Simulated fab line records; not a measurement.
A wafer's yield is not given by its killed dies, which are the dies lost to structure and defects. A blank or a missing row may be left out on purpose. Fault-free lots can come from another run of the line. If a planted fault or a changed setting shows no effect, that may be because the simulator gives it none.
fab line records | flow n5_finfet
[record] lots = 7 wafers = 39
route steps=1938 shown GATE_CUT@477 MOL_CONTACT_COAG@608 BEOL_M0_CUTY@711 BEOL_M8@1371 BEOL_M9@1404 BEOL_M12@1649
start_h: start of the lot's first displayed wafer, in hours after the record's first day | wait_h: time in hours since the lot's previous step | " identical to the entry in the row above | L1.1+2: a single row standing in for several wafers | - either no value or no given start | * or withheld: withheld | < > ~ a bound
route shown NAME@n: names a module that has steps shown in the file, with the first one's number in the route | usual: the fault-free wafers' mean and standard deviation | same: alike in all rows | chamber/n: place in a boat | sites: the reading at each site | _std_site: the values' standard deviation | _edge_site: the outer-site mean with the inner-site mean subtracted | radius_mm: how far each site lies from the wafer's centre | mask NAME#n: copy n | behind: tool/chamber where the wafer was last shaped | hold: what put the lot on hold/how long, in hours/how the hold closed | device: whichever transistor did not switch (one of n, p or np) | end of line: the route-end tests of the same wafers | a step without rows: its recipe alone | killed: not the wafer's yield, but the dies lost to structure and defects at the first sort | map: a wafer's dies, x killed, . not, _ none there
set.NAME: the run value of the setting; set.NAME@STEP: its run value at that earlier step | model.NAME: the simulator's own value behind a step, which no gauge read
lots with deliberately changed settings; one table per step, one row per wafer
[[steps]]
[step N5_GATE_CUT_HM_DEP_46]
[recipe] material = SiO2 target_thk_a = 1300 temp_c = 400 precursor = TEOS/O2 pressure_torr = 6.5 rf_w = 900 teos_flow_sccm = 161.4 gas = O2 flow_sccm = 2650 time_s = 26.6
// columns lot.wafer tool chamber start_h wait_h set.time_s model.SiO2_of_GATE_CUT_HM_DEP_46.thk_nm
L075.1 pecvd-02 2 89.17 0.0 26.6 128
L075.2 " 0 " " 26.6 130.4
L075.3 " 2 " " 26.6 129.6
L075.4+6 " 0 " " 26.6 131.6
L075.5 " 2 " " 26.6 130.6
L077.1 pecvd-03 1 103.87 0.0 39.6 189.8
L077.2 " 0 " " 26.6 128.8
L077.3 " 2 " " 39.6 186.2
L077.4 " 1 " " 39.6 190.8
L077.5 " 0 " " 26.6 131.4
L077.6 " 2 " " 26.6 129.2
L081.1 pecvd-03 1 129.73 0.0 26.6 129.8
L081.2 " 0 " " 22.01 110.8
L081.3 " 2 " " 22.01 108.6
L081.4 " 1 " " 26.6 131.8
L081.5 " 0 " " 26.6 134.2
L081.6 " 2 " " 22.01 111
L082.1 pecvd-03 1 134.23 0.0 26.6 131.2
L082.3 " 2 " " 26.6 130.8
L082.5 " 1 " " 26.6 135
L091.1 pecvd-03 0 185.19 0.0 26.6 128.6
L091.2 " 2 " " 26.6 127.4
L091.3 " 0 " " 26.6 131.4
L091.4 " 2 " " 26.6 129.6
L091.5+6 " 0,2 " " 26.6 131.2
L094.1 pecvd-03 0 204.11 0.0 26.6 130.4
L094.2 " 1 " " 39.77 192.6
L094.3 " 2 " " 26.6 127
L094.4 " 1 " " 39.77 194.2
L094.5 " 0 " " 26.6 132
L094.6 " 2 " " 39.77 191.8
L095.1 pecvd-03 1 209.98 0.0 26.6 129.8
L095.2+4 " 0,2 " " 26.6 130.4
L095.3 " 2 " " 26.6 127.8
L095.5 " 1 " " 26.6 133.4
L095.6 " 0 " " 26.6 133
[step N5_GATE_CUT_COAT_34]
[recipe] resist = SOC temp_c = 250 time_s = 60 spin_rpm = 1500 resist_thk_nm = 60
[step N5_GATE_CUT_COAT_35]
[recipe] resist = SiARC temp_c = 220 time_s = 60 spin_rpm = 1500 resist_thk_nm = 10
[step N5_GATE_CUT_STRIP_38]
[recipe] chemistry = N2/H2 temp_c = 40 n2_flow_sccm = 200 h2_flow_sccm = 200 rf_frequency_hz = 6e+07
[step N5_GATE_CUT_STRIP_39]
[recipe] chemistry = N2/H2 temp_c = 40 n2_flow_sccm = 200 h2_flow_sccm = 200 rf_frequency_hz = 6e+07
[step N5_GATE_CUT_HM_OPEN_40]
[recipe] chemistry = C4F6/O2 target = SiO2 mask_material = SiARC target_depth_a = 1390 time_s = 85.1 ion_energy_ev = 250 pressure_mtorr = 30 source_w = 345 bias_w = 185 Ar_flow_sccm = 300 C4F6_flow_sccm = 10 O2_flow_sccm = 10 ends = cleared
[usual] etch_rf_on_time_s = 95.0/2.1
// columns lot.wafer tool chamber start_h wait_h set.time_s@GATE_CUT_HM_DEP_46 etch_rf_on_time_s model.etch.depth_nm model.SOC_of_GATE_CUT_COAT_34.thk_nm
L075.1 rie_diel-01 0 89.90 0.0 26.6 93.5 127.9 32.4
L075.2 " 2 " " 26.6 95.4 130.4 32.8
L075.3 " 1 " " 26.6 93.0 129.6 32.8
L075.4 " 3 " " 26.6 94.8 131.6 31.6
L075.5 " 0 " " 26.6 94.1 130.6 32
L075.6 " 1 " " 26.6 95.1 131.6 32.4
L077.1 rie_diel-05 1 104.49 0.0 39.6 140.6 189.7 20.2
L077.2 " 2 " " 26.6 95.5 128.8 33.4
L077.3 " 0 " " 39.6 134.4 186.3 21.2
L077.4 " 3 " " 39.6 137.4 190.9 19.2
L077.5 " 0 " " 26.6 94.4 131.4 32.6
L077.6 " 1 " " 26.6 95.7 129.2 33
L081.1 rie_diel-01 3 130.48 0.0 26.6 94.8 129.8 32.2
L081.2 " 0 " " 22.01 80.8 110.7 36.2
L081.3 " 2 " " 22.01 80.1 108.7 37.4
L081.4 " 1 " " 26.6 93.8 131.7 32.6
L081.5 " 2 " " 26.6 98.2 134.2 32.2
L081.6 " 1 " " 22.01 79.8 111 36.8
L082.1 rie_diel-05 1 134.85 0.0 26.6 97.2 131.1 32.6
L082.3 " 3 " " 26.6 93.7 130.7 32.2
L082.5 " 1 " " 26.6 100.3 134.9 31.8
L091.1 rie_diel-02 3 185.96 0.0 26.6 95.2 128.7 33
L091.2 " 0 " " 26.6 90.7 127.3 33
L091.3 " 1 " " 26.6 95.3 131.5 32.2
L091.4 " 3 " " 26.6 97.3 129.6 32.6
L091.5 " 0 " " 26.6 93.3 131.3 32.2
L091.6 " 1 " " 26.6 95.6 131.2 32.4
L094.1 rie_diel-01 0 204.73 0.0 26.6 94.9 130.4 31.4
L094.2 " 1 " " 39.77 140.1 192.7 19.2
L094.3 " 2 " " 26.6 93.3 127.1 33.2
L094.4 " 3 " " 39.77 141.0 194.2 17.6
L094.5 " 0 " " 26.6 95.6 132 31.4
L094.6 " 1 " " 39.77 139.2 191.8 19.6
L095.1 rie_diel-02 2 210.60 0.0 26.6 93.9 129.7 33.4
L095.2 " 0 " " 26.6 92.7 130.4 32.4
L095.3 " 1 " " 26.6 91.9 127.8 33.2
L095.4 " 3 " " 26.6 96.4 130.4 32.4
L095.5 " 3 " " 26.6 98.1 133.4 31.8
L095.6 " 2 " " 26.6 96.9 132.9 33
[step N5_GATE_CUT_STRIP_41]
[recipe] chemistry = CF4 resist = SiARC power_w = 300 bias_power_w = 75 pressure_mtorr = 50 cf4_flow_sccm = 150 rf_frequency_hz = 6e+07
[step N5_GATE_CUT_STRIP_42]
[recipe] chemistry = O2 power_w = 400 temp_c = 40 pressure_mtorr = 30 rf_frequency_hz = 6e+07 bias_power_w = 0 overash_fraction = 0.3 o2_flow_sccm = 225
[step N5_GATE_CUT_ALD_22]
[recipe] material = SiNx target_thk_a = 160 temp_c = 400 ald_precursor_family = SiH2I2 ald_co_reactant = N2/H2-plasma pulse_time_s = 1 ald_cycles = 320 purge_time_s = 2 co_reactant_purge_time_s = 2 pressure_torr = 2
[step N5_GATE_CUT_CMP_23]
[recipe] stop_on = SiO2 t_overpolish_s = 23.4 post_cmp_clean = alkaline_brush down_force_psi = 2.5 platen_rpm = 51.8 pad_velocity_m_s = 1.0307 target_thk_nm = 16
[step N5_GATE_CUT_THK_MEAS_24]
[recipe] reads = SiO2_of_GATE_CUT_HM_DEP_46+SiO2_flowable_of_ILD0_FCVD_FILL_01
[usual] GC_FILL_THK = 220.1/2.2
// columns lot.wafer tool chamber start_h wait_h set.time_s@GATE_CUT_HM_DEP_46 GC_FILL_THK[nm]
L075.1 film_metro-01 - 92.46 - 26.6 216.9
L075.2 " - " " 26.6 220.6
L075.3 " - " " 26.6 220.4
L075.4 " - " " 26.6 222.0
L075.5 " - " " 26.6 219.6
L075.6 " - " " 26.6 222.0
L077.1 film_metro-01 - 106.95 - 39.6 279.9
L077.2 " - " " 26.6 217.3
L077.3 " - " " 39.6 276.5
L077.4 " - " " 39.6 280.1
L077.5 " - " " 26.6 219.5
L077.6 " - " " 26.6 219.5
L081.1 film_metro-01 - 133.25 - 26.6 218.8
L081.2 " - " " 22.01 199.8
L081.3 " - " " 22.01 197.8
L081.4 " - " " 26.6 220.5
L081.5 " - " " 26.6 222.8
L081.6 " - " " 22.01 200.2
L082.1 film_metro-01 - 137.35 - 26.6 219.2
L082.3 " - " " 26.6 220.8
L082.5 " - " " 26.6 223.0
L091.1 film_metro-02 - 188.41 - 26.6 217.2
L091.2 " - " " 26.6 214.8
L091.3 " - " " 26.6 219.3
L091.4 " - " " 26.6 217.5
L091.5 " - " " 26.6 219.4
L091.6 " - " " 26.6 220.7
L094.1 film_metro-02 - 207.66 - 26.6 220.7
L094.2 " - " " 39.77 282.3
L094.3 " - " " 26.6 215.9
L094.4 " - " " 39.77 283.9
L094.5 " - " " 26.6 223.0
L094.6 " - " " 39.77 281.3
L095.1 film_metro-02 - 213.06 - 26.6 219.8
L095.2 " - " " 26.6 220.7
L095.3 " - " " 26.6 218.9
L095.4 " - " " 26.6 218.4
L095.5 " - " " 26.6 224.4
L095.6 " - " " 26.6 223.0
[step N5_GATE_CUT_CMP_43]
[recipe] material = SiO2 post_cmp_clean = rinse_only
// columns lot.wafer tool chamber start_h wait_h set.time_s@GATE_CUT_HM_DEP_46 model.SiO2_of_GATE_CUT_HM_DEP_46.thk_nm
L075.4+2+3+5+6 cmp-01 3,0,1,3,0 92.48 0.0 26.6 5
L075.1 " 2 " " 26.6 4.8
L077.3 cmp-04 1 106.98 0.0 39.6 7.6
L077.1+4 " 2,3 " " 39.6 7.8
L077.2+6+5 " 0,1,2 " " 26.6 5
L081.2+3+6 cmp-01 1,2,2 133.28 0.0 22.01 4
L081.1+4 " 3,0 " " 26.6 5
L081.5 " 1 " " 26.6 5.2
L082.3+1 cmp-01 2,0 137.38 0.0 26.6 5
L082.5 " 3 " " 26.6 5.2
L091.2 cmp-01 2 188.44 0.0 26.6 4.8
L091.3+1+4+5+6 " 3,0,1,2,3 " " 26.6 5
L094.4+2+6 cmp-04 2,0,3 207.69 0.0 39.77 8
L094.3 " 3 " " 26.6 4.8
L094.1+5 " 1,2 " " 26.6 5
L095.2+4+1 cmp-01 3,0,2 213.09 0.0 26.6 5
L095.3 " 1 " " 26.6 4.8
L095.5+6 " 3,0 " " 26.6 5.2
[step N5_MOL_CONTACT_COAG_ALD_133]
[recipe] material = SiO2 target_thk_a = 50 temp_c = 100 ald_precursor_family = BDEAS ald_co_reactant = O2-plasma pulse_time_s = 1 co_reactant_pulse_time_s = 1 purge_time_s = 2 co_reactant_purge_time_s = 2 ald_cycles = 35 pressure_torr = 2
// columns lot.wafer tool chamber start_h wait_h set.ald_cycles model.SiO2_of_MOL_CONTACT_COAG_ALD_133.thk_nm
L075.1+2+6 ald_sin-01 2,1,3 104.92 0.1 55 7.8
L075.3+4+5 " 3,0,0 " " 35 5
L077.1+2+3 ald_sin-02 1,3,2 119.26 0.1 35 5
L077.4+5+6 " 0,2,3 " " 15 2.2
L081.1+2+3+4+5+6 ald_sin-01 2,0,3,1,0,1 144.19 0.1 35 5
L082.1+3+5 ald_sin-02 1,0,0 150.76 0.1 35 5
L091.1+2+3+4+5+6 ald_sin-01 1,0,3,2,0,3 200.45 0.1 35 5
L094.1+3+4 ald_sin-03 3,2,0 221.51 0.1 35 5
L094.2 " 1 " " 44 6.4
L094.5+6 " 1,2 " " 44 6.2
L095.1+4+5 ald_sin-02 1,3,0 224.90 0.1 21 3
L095.2+3+6 " 2,0,3 " " 35 5
[step N5_BEOL_M0_CUTY_DESCUM_61]
[recipe] chemistry = O2 time_s = 7.9 source_power_w = 50 bias_power_w = 20 pressure_mtorr = 20 rf_frequency_hz = 2.712e+07 temp_c = 40 resist = CAR-ArF-block o2_flow_sccm = 225
// columns lot.wafer tool chamber start_h wait_h set.time_s model.CAR-ArF-block_of_BEOL_M0_CUTY_COAT_51.thk_nm
L075.1 rie_diel-03 2 118.84 0.1 7.9 143.6
L075.2 " 1 " " 9.678 142.4
L075.3 " 0 " " 7.9 143.8
L075.4 " 2 " " 9.678 142.2
L075.5 " 1 " " 7.9 143
L075.6 " 0 " " 9.678 141.8
L077.1 rie_diel-06 2 133.79 0.0 10.07 142.2
L077.2 " 1 " " 7.9 144
L077.3+5 " 0,3 " " 7.9 143.4
L077.4+6 " 3,2 " " 10.07 142.4
L081.1+2+3+5 rie_diel-03 2,1,3,3 160.69 0.0 7.9 143
L081.4 " 0 " " 7.9 143.4
L081.6 " 0 " " 7.9 143.6
L082.1+5 rie_diel-03 0,2 165.25 0.0 7.9 143
L082.3 " 2 " " 7.9 142.8
L091.1 rie_diel-04 3 217.39 0.0 4.924 145.4
L091.2+3+5 " 2,1,1 " " 7.9 143
L091.4+6 " 3,2 " " 4.924 145
L094.1+6 rie_diel-06 1,2 239.90 0.0 7.9 143.6
L094.2 " 0 " " 7.9 143.4
L094.3 " 2 " " 7.9 143.2
L094.4 " 3 " " 7.9 143
L094.5 " 1 " " 7.9 142.8
L095.1 rie_diel-03 3 242.55 0.0 6.675 143
L095.2 " 0 " " 7.9 143
L095.3+6 " 2,0 " " 6.675 143.4
L095.4+5 " 2,3 " " 7.9 142.8
[step N5_BEOL_M0_CUTY_ETCH_62]
[recipe] chemistry = CF4 target = SiARC mask_material = CAR-ArF-block time_s = 58.5 ion_energy_ev = 80 pressure_mtorr = 40 source_w = 545 bias_w = 36 Ar_flow_sccm = 100 cf4_flow_sccm = 100 ends = cleared
// columns lot.wafer tool chamber start_h wait_h set.time_s@BEOL_M0_CUTY_DESCUM_61 model.CAR-ArF-block_of_BEOL_M0_CUTY_COAT_51.thk_nm
L075.1 rie_diel-03 2 118.88 0.0 7.9 118.4
L075.2 " 1 " " 9.678 117.4
L075.3 " 0 " " 7.9 118.6
L075.4 " 2 " " 9.678 117.2
L075.5 " 1 " " 7.9 117.8
L075.6 " 0 " " 9.678 116.8
L077.1+4 rie_diel-06 2,3 133.83 0.0 10.07 117.2
L077.2 " 1 " " 7.9 118.8
L077.3 " 0 " " 7.9 118.2
L077.5 " 3 " " 7.9 118.4
L077.6 " 2 " " 10.07 117.4
L081.1+2+3 rie_diel-03 2,1,3 160.73 0.0 7.9 118
L081.4 " 0 " " 7.9 118.2
L081.5 " 3 " " 7.9 117.8
L081.6 " 0 " " 7.9 118.6
L082.1+5 rie_diel-03 0,2 165.29 0.0 7.9 118
L082.3 " 2 " " 7.9 117.8
L091.1 rie_diel-04 3 217.43 0.0 4.924 120.4
L091.2+5 " 2,1 " " 7.9 118
L091.3 " 1 " " 7.9 117.8
L091.4+6 " 3,2 " " 4.924 120
L094.1+2 rie_diel-06 1,0 239.93 0.0 7.9 118.4
L094.3 " 2 " " 7.9 118.2
L094.4 " 3 " " 7.9 118
L094.5 " 1 " " 7.9 117.6
L094.6 " 2 " " 7.9 118.6
L095.1 rie_diel-03 3 242.58 0.0 6.675 118
L095.2 " 0 " " 7.9 118
L095.3+6 " 2,0 " " 6.675 118.4
L095.4+5 " 2,3 " " 7.9 117.8
[step N5_BEOL_M8_ETCH_66]
[recipe] chemistry = N2/H2 target = SOC target_depth_a = 800 overetch_a = 160 mask_material = SiARC temp_c = 40 time_s = 120 ion_energy_ev = 200 pressure_mtorr = 30 source_w = 840 bias_w = 150 n2_flow_sccm = 200 h2_flow_sccm = 200
// columns lot.wafer tool chamber start_h wait_h set.target_depth_a model.SiARC_of_BEOL_M8_COAT_64.thk_nm
L075.1+5 rie_diel-06 1 206.64 0.0 800 6.2
L075.2+4+6 " 2,3,2 " " 800 6.6
L075.3 " 0 " " 800 6.4
L077.1+2 rie_diel-04 0,2 223.41 0.0 490.9 8.2
L077.3+5 " 3,1 " " 800 6.2
L077.4 " 1 " " 490.9 8
L077.6 " 0 " " 800 6.6
L081.1+3 rie_diel-06 1,0 244.61 0.0 800 6.4
L081.2 " 3 " " 800 6.6
L081.4 " 0 " " 1267 3.8
L081.5 " 3 " " 1267 4
L081.6 " 1 " " 1267 3.6
L082.1 rie_diel-04 0 258.46 0.0 800 6.6
L082.3+5 " 3 " " 800 6.4
L091.1+4+5 rie_diel-04 2,1,2 302.78 0.0 800 6.2
L091.2 " 3 " " 558.6 7.8
L091.3 " 0 " " 558.6 8
L091.6 " 1 " " 558.6 7.6
L095.1+5 rie_diel-06 3 328.14 0.0 495.9 8.4
L095.2+4 " 0,1 " " 800 6.4
L095.3 " 2 " " 800 6.6
L095.6 " 2 " " 495.9 8.2
L094.1+4+5 rie_diel-03 2,3,2 335.06 0.0 800 6.2
L094.2+6 " 1 " " 800 6.8
L094.3 " 0 " " 800 6.6
[step N5_BEOL_M9_PECVD_70]
[recipe] material = SiO2 target_thk_a = 200 temp_c = 400 precursor = TEOS/O2 pressure_torr = 5.5 rf_w = 450 teos_flow_sccm = 53.8 gas = O2 flow_sccm = 3000 time_s = 22.7
// columns lot.wafer tool chamber start_h wait_h set.time_s model.SiO2_of_BEOL_M9_PECVD_70.thk_nm
L075.1+2 pecvd-02 0,1 211.12 0.0 22.7 20
L075.3 " 2 " " 18.7 16.4
L075.4 " 2 " " 18.7 16.6
L075.5 " 0 " " 18.7 17
L075.6 " 1 " " 22.7 20.2
L077.1 pecvd-02 0 227.99 0.0 18 16.4
L077.2 " 1 " " 18 16.2
L077.3 " 2 " " 18 15.8
L077.4 " 2 " " 22.7 20
L077.5 " 0 " " 22.7 20.8
L077.6 " 1 " " 22.7 20.4
L081.1 pecvd-03 1 248.77 0.0 22.7 19.8
L081.2+3 " 0,2 " " 27.06 23.8
L081.4+6 " 0,2 " " 22.7 20.4
L081.5 " 1 " " 27.06 24
L082.1+3 pecvd-01 0,2 262.93 0.0 22.7 19.8
L082.5 " 2 " " 22.7 20.4
L091.1+3 pecvd-01 0,2 308.08 0.0 31.56 27.8
L091.2 " 1 " " 22.7 20.2
L091.4 " 2 " " 22.7 20.4
L091.5 " 1 " " 31.56 28.4
L091.6 " 0 " " 22.7 20.6
L095.1 pecvd-01 1 331.82 0.0 33.06 28.6
L095.2 " 1 " " 33.06 29.4
L095.3 " 1 " " 33.06 29.2
L095.4+5+6 " 1 " " 22.7 20.2
L094.1 pecvd-01 0 338.56 0.0 12.16 11
L094.2 " 1 " " 22.7 20
L094.3 " 1 " " 12.16 11.6
L094.4 " 0 " " 22.7 20.6
L094.5 " 1 " " 22.7 20.8
L094.6 " 0 " " 12.16 11.2
[step N5_BEOL_M12_SPUTTER_44]
[recipe] material = Ta target_thk_a = 100 temp_c = 50 bias_v = 80 power_w = 15000 chamber_pressure_pa = 0.07 time_s = 16.13
// columns lot.wafer tool chamber start_h wait_h set.time_s model.Ta_of_BEOL_M12_SPUTTER_44.thk_nm
L075.1+3+4+5+6 pvd_sputter-01 - 237.59 0.0 16.13 10
L075.2 " - " " 16.13 9.8
L077.1+3 pvd_sputter-01 - 260.79 0.0 16.13 10.2
L077.2+5 " - " " 10.78 6.8
L077.4 " - " " 10.78 6.6
L077.6 " - " " 16.13 10
L081.1+4+6 pvd_sputter-02 - 278.95 0.0 16.13 10
L081.2+3+5 " - " " 16.13 10.2
L082.1 pvd_sputter-01 - 294.39 0.0 16.13 10
L082.3+5 " - " " 16.13 10.2
L091.1+2+3+4+5 pvd_sputter-03 - 338.63 0.0 16.13 10.2
L091.6 " - " " 16.13 10
L095.1+2+3+5+6 pvd_sputter-03 - 370.55 0.0 16.13 10
L095.4 " - " " 16.13 10.2
L094.1+5 pvd_sputter-01 - 374.35 0.0 12.14 7.8
L094.2 " - " " 12.14 7.6
L094.3+6 " - " " 16.13 10.2
L094.4 " - " " 16.13 10.4
[step N5_BEOL_M12_SPUTTER_45]
[recipe] material = Cu target_thk_a = 800 temp_c = -20 bias_v = 60 power_w = 26000 chamber_pressure_pa = 0.13 time_s = 13.33
[step N5_BEOL_M12_ECD_47]
[recipe] material = Cu target_thk_a = 7200
[step N5_BEOL_M12_ANNEAL_48]
[recipe] temp_c = 225 time_s = 90 ambient = N2
[step N5_BEOL_M12_CMP_49]
[recipe] stop_on = SiOC t_overpolish_s = 20.6 down_force_psi = 1 platen_rpm = 50 clearing_platen_down_force_psi = 1.5 clearing_platen_rpm = 50 post_cmp_clean = cu_alkaline target_thk_nm = 320 clearing_platen_pad_velocity_m_s = 0.99484 pad_velocity_m_s = 0.99484
[usual] barrier_field_endpoint_s = 30.1/0.78
// columns lot.wafer tool chamber start_h wait_h set.time_s@BEOL_M12_SPUTTER_44 barrier_field_endpoint_s
L075.3 cmp-04 0 238.42 0.2 16.13 30.8
L075.2 " 1 " " 16.13 29.7
L075.1 " 2 " " 16.13 29.5
L075.4 " 3 " " 16.13 30.6
L075.5 " 0 " " 16.13 30.5
L075.6 " 1 " " 16.13 30.2
L077.3 cmp-02 0 261.53 0.2 16.13 29.2
L077.2 " 1 " " 10.78 25.3
L077.4 " 2 " " 10.78 25.0
L077.1 " 3 " " 16.13 29.4
L077.6 " 0 " " 16.13 28.9
L077.5 " 1 " " 10.78 25.5
L081.3 cmp-04 0 279.59 0.2 16.13 29.6
L081.2 " 1 " " 16.13 29.6
L081.4 " 2 " " 16.13 30.2
L081.1 " 3 " " 16.13 30.1
L081.5 " 0 " " 16.13 30.4
L081.6 " 1 " " 16.13 29.8
L082.1 cmp-04 1 295.34 0.3 16.13 29.6
L082.3 " 2 " " 16.13 29.1
L082.5 " 3 " " 16.13 30.3
L091.1 cmp-02 3 339.53 0.3 16.13 30.3
L091.3 " 0 " " 16.13 30.2
L091.4 " 1 " " 16.13 30.2
L091.2 " 2 " " 16.13 30.2
L091.5 " 3 " " 16.13 29.8
L091.6 " 0 " " 16.13 30.2
L095.4 cmp-01 1 371.55 0.1 16.13 31.6
L095.3 " 2 " " 16.13 30.9
L095.2 " 3 " " 16.13 31.7
L095.1 " 0 " " 16.13 30.8
L095.5 " 1 " " 16.13 31.0
L095.6 " 2 " " 16.13 31.1
L094.2 cmp-01 2 374.99 0.2 12.14 28.0
L094.4 " 3 " " 16.13 30.6
L094.1 " 0 " " 12.14 27.7
L094.3 " 1 " " 16.13 30.3
L094.6 " 2 " " 16.13 30.8
L094.5 " 3 " " 12.14 28.4
[[key]]
[split] step = N5_GATE_CUT_HM_DEP_46 setting = time_s stated = 26.6 by = wafer
[response] step = N5_GATE_CUT_HM_DEP_46 reading = model.SiO2_of_GATE_CUT_HM_DEP_46.thk_nm change = +1.24 per = 1% r = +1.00
[response] step = N5_GATE_CUT_HM_OPEN_40 reading = etch_rf_on_time_s change = * per = 1% r = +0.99
[response] step = N5_GATE_CUT_HM_OPEN_40 reading = model.etch.depth_nm change = +1.24 per = 1% r = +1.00
[response] step = N5_GATE_CUT_HM_OPEN_40 reading = model.SOC_of_GATE_CUT_COAT_34.thk_nm change = -0.264 per = 1% r = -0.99
[response] step = N5_GATE_CUT_THK_MEAS_24 reading = GC_FILL_THK change = +1.25 per = 1% r = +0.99
[response] step = N5_GATE_CUT_CMP_43 reading = model.SiO2_of_GATE_CUT_HM_DEP_46.thk_nm change = +0.0591 per = 1% r = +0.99
[split] step = N5_MOL_CONTACT_COAG_ALD_133 setting = ald_cycles stated = 35 by = wafer
[response] step = N5_MOL_CONTACT_COAG_ALD_133 reading = model.SiO2_of_MOL_CONTACT_COAG_ALD_133.thk_nm change = +0.0492 per = 1% r = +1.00
[split] step = N5_BEOL_M0_CUTY_DESCUM_61 setting = time_s stated = 7.9 by = wafer
[response] step = N5_BEOL_M0_CUTY_DESCUM_61 reading = model.CAR-ArF-block_of_BEOL_M0_CUTY_COAT_51.thk_nm change = -0.0518 per = 1% r = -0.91
[response] step = N5_BEOL_M0_CUTY_ETCH_62 reading = model.CAR-ArF-block_of_BEOL_M0_CUTY_COAT_51.thk_nm change = -0.0505 per = 1% r = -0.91
[split] step = N5_BEOL_M8_ETCH_66 setting = target_depth_a stated = 800 by = wafer
[response] step = N5_BEOL_M8_ETCH_66 reading = model.SiARC_of_BEOL_M8_COAT_64.thk_nm change = -0.0475 per = 1% r = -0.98
[split] step = N5_BEOL_M9_PECVD_70 setting = time_s stated = 22.7 by = wafer
[response] step = N5_BEOL_M9_PECVD_70 reading = model.SiO2_of_BEOL_M9_PECVD_70.thk_nm change = +0.196 per = 1% r = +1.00
[split] step = N5_BEOL_M12_SPUTTER_44 setting = time_s stated = 16.13 by = wafer
[response] step = N5_BEOL_M12_SPUTTER_44 reading = model.Ta_of_BEOL_M12_SPUTTER_44.thk_nm change = +0.102 per = 1% r = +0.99
[response] step = N5_BEOL_M12_CMP_49 reading = barrier_field_endpoint_s change = +0.113 per = 1% r = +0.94
